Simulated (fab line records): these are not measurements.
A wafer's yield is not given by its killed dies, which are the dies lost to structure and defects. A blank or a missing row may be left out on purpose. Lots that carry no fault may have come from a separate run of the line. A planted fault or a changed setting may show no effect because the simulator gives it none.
Comparing a struck lot with a sound one ; flow nand-harc ; 15 steps out of a route of 1159
Sound: these wafers, L708.3, L708.5, L708.6. The struck wafers were L718.1, L718.4, L718.6. The cause is given at the end.
Per side, at each step with rows, come the tool, then ch with its chambers, and then its first start. Under that, the readings that differ: sound wafers ; struck wafers ; difference of the means ; sigmas: that difference in standard deviations of wafers without a fault.
alike: same words and numbers on both sides, and readings whose means sit less than 2 such deviations apart. not compared: any withheld reading, any reading some wafer has no value for, any bound like >300 that may hide the same value, and any number with overlapping values for which the record gives no deviation.
The two part at a step that has a row with sigmas, a row that says differs or no value, or rows on one side only. Numbers that don't overlap but have no deviation are shown without sigmas and don't part them. A reading missing from all wafers of one side parts the sides only when that side holds two or more wafers.

first, 2 steps without rows for these wafers: NHARC_P_GATE_PEB_09 (peb time 85 s); NHARC_P_GATE_DEVELOP_10 (time 70 s).
NHARC_P_GATE_CD_MEAS_11: the cd target is 1640 nm.
  sound on cd-sem-02 ch 0, day 5 10:00; struck on cd-sem-03 ch 0, day 7 21:36
  alike: cd-nm
then, 1 step without rows for these wafers: NHARC_P_GATE_HARDBAKE_12 (time 80 s).
NHARC_P_GATE_DESCUM_13: chemistry O2, time 3 s.
  sound on rie-diel-09 ch 0,3, day 5 10:10; struck on rie-diel-09 ch 0,2, day 7 21:46
  alike: drypump-motor-current-A, oes-product-au, rf-vpp-V, showerhead-plenum-p-Torr, throttle-valve-pct
  not compared: rf-hours-counter-h
then, 6 steps without rows for these wafers: NHARC_P_GATE_ETCH_14 (etches SiO2 in dHF, target depth 48.8 nm); NHARC_P_GATE_STRIP_15 (strips in SPM, time 780 s); NHARC_P_GATE_PRECLEAN_71 (cleans in SC1); NHARC_P_GATE_SRD_72; NHARC_P_GATE_OXIDE_16 (material SiO2, target thk 3 nm, ox time 392 s); NHARC_P_GATE_CVD_17 (deposits poly-Si, target thk 150 nm, time 900 s).
NHARC_P_GATE_HM_DEP_102: deposits aC, target thk 120 nm.
  sound on acl-dep-02 ch 0, day 5 22:55; struck on acl-dep-01 ch 0, day 8 11:26
  alike: susceptor-temp-C, throttle-valve-pct
NHARC_P_GATE_DEP_103: deposits SiON, target thk 30 nm.
  sound on pecvd-01 ch 0,2, day 5 23:28; struck on pecvd-03 ch 0,1,2, day 8 12:07
  no value came back on the struck wafers for heater-power-outer-w (W), heater-power-w (W); on the sound wafers heater-power-outer-w (W) reads 433 434 427
then, 1 step without rows for these wafers: NHARC_P_GATE_DEHYDRATE_18 (time 120 s).
-- record jumps: 16 days between struck wafers' starts before vs after; left off in module P_GATE, resumes in module END, first step shown is number 1159 of the route --
NHARC_END_SORT_01:
  only the struck wafers appear in the record here, on prober-02 ch 0 at day 24 04:48; the sound ones have no rows

WHERE THEY PART
Earliest at NHARC_P_GATE_DEP_103; latest, in this record, at NHARC_END_SORT_01.

WHY: whatever the simulator had introduced
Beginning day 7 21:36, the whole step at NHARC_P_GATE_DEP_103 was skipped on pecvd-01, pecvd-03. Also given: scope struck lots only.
